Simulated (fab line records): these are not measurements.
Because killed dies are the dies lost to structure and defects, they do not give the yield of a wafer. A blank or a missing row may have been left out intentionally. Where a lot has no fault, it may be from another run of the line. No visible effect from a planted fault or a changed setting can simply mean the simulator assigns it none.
fab line records -- flow n5Finfet
[record] lots = 10, wafers = 28, lastDay = 18
route steps=1938 shown DUMMY_REMOVAL@381 HKMG_FIN@419 GATE_CUT@474 BEOL_M4@1111
lots that met no fault: from a run of the same line without faults
startH: hours from the record's opening day to when the first of the lot's shown wafers began -- waitH: hours from the lot's prior step to this one -- " same as the row above -- L1.1+2: a row that stands for several wafers -- - no value, or no start was given -- * or withheld: withheld -- < > ~ a bound
route shown NAME@n: NAME is a module with steps in the file, n the number in the route of the first one -- usual: mean/standard deviation taken from wafers without a fault -- same: alike in all rows -- chamber/n: place in a boat -- sites: readings site by site -- _std_site: the values' standard deviation -- _edge_site: mean of outer sites minus mean of inner sites -- radiusMm: how far each site lies from the wafer's centre -- mask NAME#n: copy n -- behind: the tool/chamber that last shaped the wafer -- hold: why the lot was held/for how many hours/how that ended -- device: names the non-switching transistor (n, p or np) -- end of line: at the end of the route, the tests of the same wafers -- a step with no rows: only its recipe -- killed: dies lost to structure and defects at the first sort, not the wafer's yield -- map: per-die view of a wafer (x killed, . not killed, _ where there is no die)
set.NAME: setting as actually run; set.NAME@STEP: the setting as run at that earlier step -- model.NAME: the simulator's own value behind a step, which no gauge read
route steps across a sampled set of lots; one table per step, one row per wafer
services: a tool's chamber out of use, with start hour (startH, from the record's first day; less than 0 if before it), hours out, and reason
[[steps]]
[step N5_DUMMY_REMOVAL_INSPECT_06]
[recipe] inspectInstrument = brightfield, mode = aei
[usual] rawDefectCount = 10/4.9
lot.wafer,tool,chamber,startH,waitH,rawDefectCount
L668.2,defectInspect-02,-,73.35,0.0,17
L668.4,defectInspect-02,-,73.35,0.0,15
L668.6,defectInspect-02,-,73.35,0.0,18
L669.1,defectInspect-02,-,84.56,0.0,10
L669.4,defectInspect-02,-,84.56,0.0,7
L669.6,defectInspect-02,-,84.56,0.0,12
L670.3,defectInspect-02,-,87.04,0.2,2
L670.5,defectInspect-02,-,87.04,0.2,7
L670.6,defectInspect-02,-,87.04,0.2,5
L671.2,defectInspect-01,-,90.84,0.0,6
L671.4,defectInspect-01,-,90.84,0.0,7
L671.5,defectInspect-01,-,90.84,0.0,19
L672.1,defectInspect-01,-,97.31,0.0,11
L672.3,defectInspect-01,-,97.31,0.0,13
L672.4,defectInspect-01,-,97.31,0.0,9
L675.3,defectInspect-02,-,113.80,0.0,16
L675.5,defectInspect-02,-,113.80,0.0,2
L681.1,defectInspect-01,-,149.13,0.0,14
L681.3,defectInspect-01,-,149.13,0.0,17
L683.4,defectInspect-01,-,159.90,0.0,19
L683.5,defectInspect-01,-,159.90,0.0,16
L683.6,defectInspect-01,-,159.90,0.0,13
L686.2,defectInspect-02,-,179.29,0.0,12
L686.3,defectInspect-02,-,179.29,0.0,5
L686.6,defectInspect-02,-,179.29,0.0,7
L689.1,defectInspect-01,-,196.72,0.0,14
L689.4,defectInspect-01,-,196.72,0.0,8
L689.5,defectInspect-01,-,196.72,0.0,10
[step N5_HKMG_FIN_ALD_36]
[recipe] material = TiN, targetThkA = 10, tempC = 400, aldPrecursorFamily = TiCl4, aldCoReactant = NH3, pulseTimeS = 1, purgeTimeS = 3, coReactantPurgeTimeS = 2, coReactantPulseTimeS = 2, aldCycles = 47, pressureTorr = 3
[usual] heaterPowerW = 849/79, precursorPulseHeightRel = 1.000/0.021
[same] aldCycles = 47
lot.wafer,tool,chamber,startH,waitH,heaterPowerW,precursorPulseHeightRel
L668.2,aldMetal-01,0,77.84,0.0,861,1.011
L668.4,aldMetal-01,1,77.84,0.0,758,0.968
L668.6,aldMetal-01,1,77.84,0.0,776,0.981
L669.1,aldMetal-01,0,88.08,0.0,842,0.985
L669.4,aldMetal-01,1,88.08,0.0,777,0.950
L669.6,aldMetal-01,2,88.08,0.0,781,0.974
L670.3,aldMetal-02,2,90.56,0.0,957,0.992
L670.5,aldMetal-02,1,90.56,0.0,839,0.993
L670.6,aldMetal-02,0,90.56,0.0,837,1.009
L671.2,aldMetal-01,3,94.72,0.0,867,1.010
L671.4,aldMetal-01,2,94.72,0.0,780,1.022
L671.5,aldMetal-01,3,94.72,0.0,885,1.017
L672.1,aldMetal-01,1,101.18,0.0,764,0.999
L672.3,aldMetal-01,0,101.18,0.0,828,0.987
L672.4,aldMetal-01,3,101.18,0.0,868,1.017
L675.3,aldMetal-04,3,117.79,0.0,971,1.039
L675.5,aldMetal-04,2,117.79,0.0,731,0.994
L681.1,aldMetal-02,1,153.41,0.0,799,0.988
L681.3,aldMetal-02,0,153.41,0.0,881,1.001
L683.4,aldMetal-04,0,164.29,0.0,973,0.974
L683.5,aldMetal-04,0,164.29,0.0,991,1.026
L683.6,aldMetal-04,3,164.29,0.0,949,1.048
L686.2,aldMetal-02,0,182.68,0.0,854,0.990
L686.3,aldMetal-02,1,182.68,0.0,854,0.998
L686.6,aldMetal-02,1,182.68,0.0,820,0.963
L689.1,aldMetal-01,0,200.80,0.0,851,0.940
L689.4,aldMetal-01,1,200.80,0.0,755,1.025
L689.5,aldMetal-01,3,200.80,0.0,868,1.017
[step N5_HKMG_FIN_CMP_23]
[recipe] stopOn = SiNx, tOverpolishS = 10, postCmpClean = rinseOnly, downForcePsi = 4, platenRpm = 50.289, padVelocityMS = 1.0006, targetThkNm = 46.326
[usual] motorCurrentA = 12.4/1.4, overpolishRunS = 9.999/0.0094, retainingRingPressureFrac = 1.000/0.0049, timeToEndpointS = 12.6/2.1
lot.wafer,tool,chamber,startH,waitH,motorCurrentA,overpolishRunS,retainingRingPressureFrac,timeToEndpointS
L668.4,cmp-04,3,83.27,0.2,13.0,10.004,0.997,11.4
L668.2,cmp-04,0,83.27,0.2,14.5,10.020,0.999,14.8
L668.6,cmp-04,1,83.27,0.2,12.3,10.000,0.989,12.3
L669.4,cmp-04,2,93.19,0.0,11.8,10.011,1.005,12.1
L669.1,cmp-04,1,93.19,0.0,12.2,10.022,0.993,10.9
L669.6,cmp-04,3,93.19,0.0,13.9,10.001,0.999,13.0
L670.3,cmp-03,1,95.99,0.2,10.6,9.991,0.997,12.2
L670.6,cmp-03,3,95.99,0.2,11.0,10.001,0.997,11.7
L670.5,cmp-03,0,95.99,0.2,14.9,10.007,0.998,17.0
L671.2,cmp-01,2,99.63,0.0,13.9,10.004,1.001,10.5
L671.4,cmp-01,0,99.63,0.0,10.7,10.006,0.999,11.5
L671.5,cmp-01,2,99.63,0.0,14.3,9.985,1.001,10.8
L672.1,cmp-03,1,106.34,0.1,11.0,10.007,0.994,11.1
L672.4,cmp-03,2,106.34,0.1,10.8,10.005,0.999,16.2
L672.3,cmp-03,3,106.34,0.1,10.7,9.988,1.010,9.3
L675.3,cmp-03,0,123.18,0.3,13.2,2.991,1.004,25.2
L675.5,cmp-03,2,123.18,0.3,10.5,10.005,0.997,13.6
L681.3,cmp-03,2,158.81,0.0,11.1,3.337,1.001,25.0
L681.1,cmp-03,0,158.81,0.0,13.6,3.507,0.994,24.9
L683.4,cmp-04,3,169.51,0.2,14.6,10.006,0.995,13.9
L683.5,cmp-04,1,169.51,0.2,12.3,9.999,0.996,15.1
L683.6,cmp-04,2,169.51,0.2,11.4,9.996,1.002,15.8
L686.2,cmp-01,0,187.54,0.1,10.3,9.995,1.005,10.9
L686.3,cmp-01,1,187.54,0.1,12.5,9.996,0.993,12.6
L686.6,cmp-01,3,187.54,0.1,13.0,9.994,0.993,8.6
L689.4,cmp-01,0,205.93,0.0,11.1,9.998,1.005,12.9
L689.1,cmp-01,2,205.93,0.0,13.9,9.991,0.999,11.4
L689.5,cmp-01,0,205.93,0.0,11.2,9.990,1.001,12.3
[step N5_GATE_CUT_PECVD_57]
[recipe] material = SiNx, targetThkA = 210, tempC = 400, precursor = SiH4/NH3/N2, pressureTorr = 1.5, rfW = 300
[usual] heaterPowerW = 815/100, showerheadPlenumPTorr = 5.14/0.085, throttleValvePct = 40.0/2.2
lot.wafer,tool,chamber,startH,waitH,heaterPowerW,showerheadPlenumPTorr,throttleValvePct
L668.2,pecvd-02,0,86.94,1.1,749,5.12,39.3
L668.4,pecvd-02,0,86.94,1.1,748,5.12,39.1
L668.6,pecvd-02,1,86.94,1.1,793,5.29,40.4
L669.1,pecvd-04,2,96.86,1.1,893,5.11,40.8
L669.4,pecvd-04,1,96.86,1.1,1017,5.19,44.5
L669.6,pecvd-04,2,96.86,1.1,865,5.10,40.8
L670.3,pecvd-04,1,99.38,1.1,1044,5.21,44.2
L670.5,pecvd-04,2,99.38,1.1,921,5.11,40.6
L670.6,pecvd-04,1,99.38,1.1,1017,5.20,44.4
L671.2,pecvd-04,2,103.55,1.1,863,5.12,40.7
L671.4,pecvd-04,1,103.55,1.1,850,5.18,44.7
L671.5,pecvd-04,2,103.55,1.1,856,5.10,40.9
L672.1,pecvd-01,2,109.82,1.1,695,5.04,37.7
L672.3,pecvd-01,0,109.82,1.1,697,5.10,41.5
L672.4,pecvd-01,0,109.82,1.1,688,5.11,41.3
L675.3,pecvd-02,2,126.49,1.1,684,5.03,37.8
L675.5,pecvd-02,1,126.49,1.1,687,5.29,40.4
L681.1,pecvd-04,0,162.36,1.1,906,5.16,41.0
L681.3,pecvd-04,2,162.36,1.1,822,5.12,41.0
L683.4,pecvd-02,1,173.01,0.0,663,5.29,40.3
L683.5,pecvd-02,2,173.01,0.0,672,5.03,37.8
L683.6,pecvd-02,0,173.01,0.0,837,5.13,39.3
L686.2,pecvd-02,1,191.62,1.1,792,5.30,40.2
L686.3,pecvd-02,0,191.62,1.1,748,5.13,39.2
L686.6,pecvd-02,1,191.62,1.1,799,5.28,40.5
L689.1,pecvd-01,1,209.48,1.1,941,5.12,36.0
L689.4,pecvd-01,1,209.48,1.1,941,5.11,35.9
L689.5,pecvd-01,0,209.48,1.1,713,5.11,42.0
[step N5_BEOL_M4_RC_MEAS_101]
[usual] DIBL_N = 36.0/1.8, DIBL_P = 36.3/2.4, IOFF_N = 0.16/0.035, IOFF_P = 0.21/0.036, ION_N = 673/13, ION_P = 461/7.2, SS_N = 71.4/0.6, SS_P = 73.2/0.7, VT_N = 250/4, VT_P = -250.9/2.9
lot.wafer,tool,chamber,startH,waitH,DIBL_N[mV/V],DIBL_P[mV/V],IOFF_N[nA/um],IOFF_P[nA/um],ION_N[uA/um],ION_P[uA/um],SS_N[mV/dec],SS_P[mV/dec],VT_N[mV],VT_P[mV]
L668.2,prober-01,0,159.93,0.2,40.9,41.0,0.27,0.32,695,472,72.0,74.4,240,-242.9
L668.4,prober-01,0,159.93,0.2,39.8,39.5,0.23,0.29,695,474,72.1,74.1,245,-243.5
L668.6,prober-01,0,159.93,0.2,36.5,35.0,0.16,0.23,669,465,71.2,72.4,252,-247.3
L669.1,prober-02,0,188.25,0.0,36.7,38.2,0.19,0.25,675,465,72.5,73.7,248,-248.4
L669.4,prober-02,0,188.25,0.0,34.7,33.9,0.14,0.17,666,457,72.2,72.5,250,-252.9
L669.6,prober-02,0,188.25,0.0,39.2,41.4,0.25,0.32,693,473,72.8,74.6,242,-245.7
L670.3,prober-01,0,191.50,0.3,36.3,37.4,0.17,0.21,683,462,71.5,73.8,248,-249.2
L670.5,prober-01,0,191.50,0.3,35.8,37.5,0.16,0.22,672,468,70.7,72.9,250,-247.8
L670.6,prober-01,0,191.50,0.3,38.5,40.0,0.23,0.26,702,475,71.8,73.9,245,-246.1
L671.2,prober-02,0,195.12,0.2,34.3,33.5,0.16,0.21,678,463,70.8,73.2,246,-247.1
L671.4,prober-02,0,195.12,0.2,34.0,32.9,0.14,0.19,670,459,71.3,72.7,250,-249.6
L671.5,prober-02,0,195.12,0.2,32.7,30.7,0.12,0.16,653,461,71.3,72.2,252,-251.3
L672.1,prober-02,0,202.87,0.0,33.9,34.9,0.13,0.17,674,461,70.4,73.2,254,-250.4
L672.3,prober-02,0,202.87,0.0,37.5,37.1,0.19,0.20,668,455,72.0,73.4,248,-251.0
L672.4,prober-02,0,202.87,0.0,35.4,36.2,0.15,0.19,678,470,71.5,73.2,249,-250.7
L675.3,prober-02,0,223.76,0.3,36.7,37.7,0.18,0.24,675,466,71.9,74.2,250,-244.6
L675.5,prober-02,0,223.76,0.3,36.1,36.2,0.16,0.20,673,461,71.7,74.1,252,-250.6
L681.1,prober-01,0,250.12,0.0,35.5,34.8,0.15,0.20,685,470,71.1,72.8,250,-249.7
L681.3,prober-01,0,250.12,0.0,33.3,33.1,0.12,0.18,669,456,70.8,72.4,252,-249.3
L683.4,prober-02,0,264.83,0.5,37.1,38.8,0.18,0.21,677,459,71.9,73.7,249,-252.9
L683.5,prober-02,0,264.83,0.5,34.1,35.2,0.12,0.16,658,452,70.2,72.8,256,-257.1
L683.6,prober-02,0,264.83,0.5,35.4,36.9,0.13,0.17,653,448,71.9,72.6,256,-255.8
L686.2,prober-01,0,286.77,0.2,37.1,38.5,0.16,0.23,678,465,71.7,73.3,251,-248.7
L686.3,prober-01,0,286.77,0.2,35.1,35.2,0.12,0.20,664,463,71.3,72.1,257,-251.2
L686.6,prober-01,0,286.77,0.2,37.7,38.7,0.17,0.24,680,470,71.9,73.4,250,-249.4
L689.1,prober-01,0,316.37,0.0,36.3,34.9,0.15,0.20,679,465,71.5,73.1,246,-251.2
L689.4,prober-01,0,316.37,0.0,36.6,36.3,0.15,0.22,671,459,70.9,73.6,249,-251.9
L689.5,prober-01,0,316.37,0.0,35.2,33.6,0.13,0.17,661,450,71.0,71.9,250,-253.3
[[services]]
tool,chamber,startH,hours,kind
aldMetal-01,-,54.21,8.7,pm
cmp-03,-,56.77,1.0,repair
cmp-04,-,64.52,4.0,pm
aldMetal-02,-,71.59,14.6,pm
pecvd-04,2,74.57,2.1,scheduledDown
pecvd-04,-,80.64,1.6,repair
pecvd-01,-,85.51,1.7,repair
cmp-04,-,89.91,2.3,repair
aldMetal-02,2,104.32,27.5,repair
aldMetal-01,-,111.61,2.8,pm
pecvd-01,-,115.27,1.3,repair
cmp-01,-,132.22,4.6,pm
aldMetal-02,2,152.01,47.3,repair
pecvd-01,0,160.15,4.4,repair
aldMetal-02,-,165.23,2.8,pm
aldMetal-01,1,165.80,31.0,repair
aldMetal-02,0,168.46,3.2,repair
cmp-01,-,178.17,4.0,pm
aldMetal-04,0,182.77,30.8,repair
cmp-01,-,183.39,0.2,repair
aldMetal-04,2,188.80,22.7,repair
pecvd-01,-,190.93,2.6,repair
aldMetal-04,3,197.15,26.5,repair
pecvd-04,2,202.38,-,clean
[[key]]
[firstSign] step = N5_HKMG_FIN_CMP_23, reading = overpolishRunS, direction = down, sigmas = 99+, usual = 9.999, struck = 3.279
[effect] step = N5_HKMG_FIN_CMP_23, reading = timeToEndpointS, direction = up, sigmas = 5.9, usual = *, struck = *
metAt N5_HKMG_FIN_CMP_23
struckLots L675,L681
struckWafers L675.3,L681.1,L681.3
notActingAt N5_DUMMY_REMOVAL_INSPECT_06,N5_HKMG_FIN_ALD_36,N5_GATE_CUT_PECVD_57
onsetBetween 106.34 123.18
[fault] kind = processParameterDrift, tool = cmp-03, chamber = -, onsetH = 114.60, steps = N5_HKMG_FIN_CMP_23, channel = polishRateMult, offset = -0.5, shape = step, endH = 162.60, scope = struckWafersOnly
